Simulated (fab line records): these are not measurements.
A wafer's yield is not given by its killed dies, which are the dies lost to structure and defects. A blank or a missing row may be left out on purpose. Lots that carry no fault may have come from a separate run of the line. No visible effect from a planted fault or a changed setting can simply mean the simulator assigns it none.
Which tool is to blame? + flow nand_harc + 36 wafers sampled from 12 lots at 1 step of a route of 1302

## WHAT THE GAUGES SHOWED, per wafer
NHARC_A_ONON_D1_THK_MEAS_18: measures by ellipsometry.
| lot  | measured     | on            | thk_nm (nm)    |
|------|--------------|---------------|----------------|
| L075 | day 8 13:32  | film_metro-01 | 992 990 989    |
| L077 | day 9 19:22  | film_metro-02 | 1010 1012 1010 |
| L079 | day 10 09:10 | film_metro-02 | 1017 1020 1018 |
| L081 | day 11 02:06 | film_metro-02 | 1005 1006 1004 |
| L082 | day 11 12:59 | film_metro-02 | 988 989 988    |
| L085 | day 12 16:43 | film_metro-01 | 987 988 987    |
| L088 | day 14 04:42 | film_metro-01 | 979 981 977    |
| L087 | day 14 04:44 | film_metro-01 | 997 999 999    |
| L091 | day 15 08:26 | film_metro-02 | 996 995 996    |
| L093 | day 15 23:55 | film_metro-02 | 1000 1002 1001 |
| L095 | day 16 21:37 | film_metro-01 | 985 985 984    |
| L097 | day 17 22:10 | film_metro-01 | 985 986 985    |

## TOOL THAT RAN EACH LOT (tool first, then ch and the chambers of the sampled wafers, then the start)
Before these readings, the record contains no process step.

## THE ANSWER, worked out from the rows above alone
Rule: the usual values come from the lots themselves. The widest of any qualifying gaps counts: lots, ordered by their means at a reading, are off when they make up no more than a third of the lots, leave a main group of 4 or more, and stand apart from it by 3 or more times the standard deviation of that group's means. The tables above print the reading to a certain number of digits; a main group whose means all agree to those digits is not used. A lot without any number at a reading at which 4 lots or more have one is off too. Where the step has rows for the other lots, those lots are counted as sound.
Across all readings shown, no lot is off: no conclusion can be drawn from this.

## WHAT HAD BEEN PUT IN BY THE SIMULATOR
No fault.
